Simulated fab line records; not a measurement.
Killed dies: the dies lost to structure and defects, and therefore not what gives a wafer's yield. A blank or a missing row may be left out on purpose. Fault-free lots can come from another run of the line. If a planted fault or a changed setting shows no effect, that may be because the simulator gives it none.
Chamber matching    flow nand harc    pecvd-02 running NHARC_A_STAIRCASE_DEP_280: 3 sister chambers
The step deposits SiON, target thk 30 nm. 6 wafers are shown with their chamber, then 7 later ones without.

## WAFERS, EACH WITH ITS CHAMBER
wafer   chamber  rf fwd power W (W)  heater power w (W)
L090.3  1        347.0               805
L089.2  0        349.3               743
L089.4  1        346.5               817
L089.6  2        348.7               647
L092.1  2        349.0               668
L092.2  0        350.8               733

## WAFERS WHOSE CHAMBER IS MISSING
wafer   rf fwd power W (W)  heater power w (W)
L092.4  347.7               703
L091.3  348.4               580
L091.5  348.0               607
L091.6  349.9               758
L094.2  349.0               751
L094.5  348.0               726
L094.6  348.4               766

## WHICH CHAMBER EACH WENT THROUGH
wafer    from the rows above       in truth
L092.4   can't be placed: 2 or 0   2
L091.3   2                         2
L091.5   2                         2
L091.6   0                         0
L094.2   0                         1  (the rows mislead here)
L094.5   0                         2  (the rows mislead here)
L094.6   can't be placed: 0 or 1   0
Correctly placed: 3 of 7. Not placeable from these rows: 2 (in 2, the candidates include the true chamber). Wrongly placed: 2.
How it was worked out, from the rows above alone: a wafer's distance from a chamber is the root of the sum, over the readings, of the square of ((its reading less the chamber's mean) divided by the reading's scatter). If the next closest chamber is less than 2 further off than the closest, the wafer can't be placed; otherwise it belongs to the closest. For every chamber, the mean is computed from those of its wafers that are shown. The scatter: take each reading less its chamber's mean, square it, sum over the shown wafers, divide by the number of wafers less the number of chambers, and take the root.
